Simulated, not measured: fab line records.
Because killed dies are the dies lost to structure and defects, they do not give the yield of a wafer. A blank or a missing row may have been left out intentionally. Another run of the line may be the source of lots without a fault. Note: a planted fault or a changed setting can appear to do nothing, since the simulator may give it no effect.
Matching of chambers -- flow n5 finfet -- cmp-02 running N5_BEOL_M6_CMP_52: 4 sister chambers
The step polishes, stops on SiCOH lowk, t overpolish 6.9 s, target thk 80 nm. 4 wafers are shown with their chamber, then 8 later ones without.

WAFERS PAIRED WITH THEIR CHAMBERS
wafer,chamber,motor current A (A)
L090.1,3,6.3
L090.3,1,5.1
L090.4,2,6.4
L089.2,0,5.8

WAFERS MISSING THEIR CHAMBER
wafer,motor current A (A)
L089.3,6.4
L089.4,6.5
L091.3,6.0
L091.4,6.1
L091.6,6.3
L094.2,5.0
L094.4,5.8
L094.6,6.1

CHAMBER TAKEN BY EACH
wafer,from the rows above,in truth
L089.3,can't be placed: 2 or 3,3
L089.4,can't be placed: 2 or 3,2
L091.3,can't be placed: 0 or 3 or 2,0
L091.4,can't be placed: 3 or 0 or 2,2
L091.6,can't be placed: 3 or 2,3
L094.2,1,1
L094.4,0,0
L094.6,can't be placed: 3 or 0 or 2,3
Correctly placed: 2 of 8. Unplaceable from these rows: 6, with the true chamber sitting among the candidates in 6. Number placed wrongly: 0.
How it was worked out, from the rows above alone: a wafer's distance from a chamber is the root of the sum, over the readings, of the square of ((its reading less the chamber's mean) divided by the reading's scatter). If the next closest chamber is less than 2 further off than the closest, the wafer can't be placed; otherwise it belongs to the closest. Each chamber's mean is taken over the wafers shown for it. The scatter (one wafer shown for each chamber): square how far every hidden wafer sits from the nearest shown wafer, average those squares and take the square root.
